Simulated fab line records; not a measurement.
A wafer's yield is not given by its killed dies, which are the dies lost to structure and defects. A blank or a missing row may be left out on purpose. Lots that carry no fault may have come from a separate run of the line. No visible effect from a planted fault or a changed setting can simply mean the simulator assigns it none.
Comparing a struck lot with a sound one ; flow nand-harc ; 13 out of 1302 route steps
Sound: wafers L949.1, L949.2, L949.3. Wafers L937.2, L937.4, L937.6 were the ones struck. The cause is given at the end.
Each step with rows lists, per side, the tool, then ch with its chambers, then its first start. Under that, the readings that differ: sound wafers ; struck wafers ; difference of the means ; sigmas: that difference in standard deviations of wafers without a fault.
alike: readings whose means differ by less than 2 such deviations, and words and numbers that are the same on both sides. not compared: withheld readings, readings that some wafer has no value for, bounds like >300 that may hide the same value, and numbers for which the record gives no deviation and whose values overlap.
A row with sigmas, a row that says differs or no value, or rows on one side alone: a step with any of these is where the two part. Numbers that don't overlap but have no deviation are shown without sigmas and don't part them. A reading missing from all wafers of one side parts the sides only when that side holds two or more wafers.

NHARC_A_BONDPAD_DEGAS_25: time 60 s.
  sound on pvd-sputter-02 at day 31 04:15; struck on pvd-sputter-02 at day 26 07:46
  alike: heater-power-w
NHARC_A_BONDPAD_PRE_CLEAN_26: time 30 s.
  sound on pvd-sputter-02; struck on pvd-sputter-02
  alike: heater-power-w
NHARC_A_BONDPAD_PVD_17: deposits TaN, target thk 5 nm, time 8.06 s.
  sound on pvd-sputter-02; struck on pvd-sputter-02
  alike: throttle-valve-pct
NHARC_A_BONDPAD_PVD_27: deposits Cu, target thk 30 nm, time 20.49 s.
  sound on pvd-sputter-02; struck on pvd-sputter-02
  alike: throttle-valve-pct
then, 2 steps without rows for these wafers: NHARC_A_BONDPAD_ECD_18 (material Cu, target thk 400 nm); NHARC_A_BONDPAD_ANNEAL_28 (time 90 s).
NHARC_A_BONDPAD_CMP_19: polishes, t overpolish 30 s, cu recess touch 16 s, target thk 169.82 nm.
  sound on cmp-04 ch 0,1,2, day 31 05:20; struck on cmp-01 ch 0,1, day 26 08:50
  alike: motor-current-A, overpolish-run-s
NHARC_A_BONDPAD_THK_MEAS_20: measures by xrf.
  sound on film-metro-01 at day 31 05:40; struck on film-metro-02 at day 26 09:10
  alike: thk-nm
then, 1 step without rows for these wafers: NHARC_A_BONDPAD_SRD_21 (time 30 s, dry time 20 s).
NHARC_A_BONDPAD_INSPECT_23:
  sound on defect-inspect-01 at day 31 05:52; struck on defect-inspect-02 at day 26 09:24
  alike: raw-defect-count
NHARC_HYBRID_BOND_ACTIVATE_00: chemistry N2, time 60 s.
  sound on rie-diel-03 ch 0,1,3, day 31 05:55; struck on rie-diel-06 ch 0,2, day 26 09:28
reading;sound;struck;difference;sigmas
run-length-s (s);81.0 80.8 80.8;87.4 86.7 86.7;+6.1;+17
  alike: drypump-motor-current-A, oes-product-au, rf-vpp-V, showerhead-plenum-p-Torr
  not compared: rf-hours-counter-h
then, 2 steps without rows for these wafers: NHARC_HYBRID_BOND_PRECLEAN_01 (cleans in DIW, time 300 s); NHARC_END_SORT_01.

## WHERE THEY PART
Only at NHARC_HYBRID_BOND_ACTIVATE_00, as far as this record shows.

WHY: what the simulator had put in
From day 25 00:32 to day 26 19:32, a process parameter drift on rie-diel-06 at NHARC_HYBRID_BOND_ACTIVATE_00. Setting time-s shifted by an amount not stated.
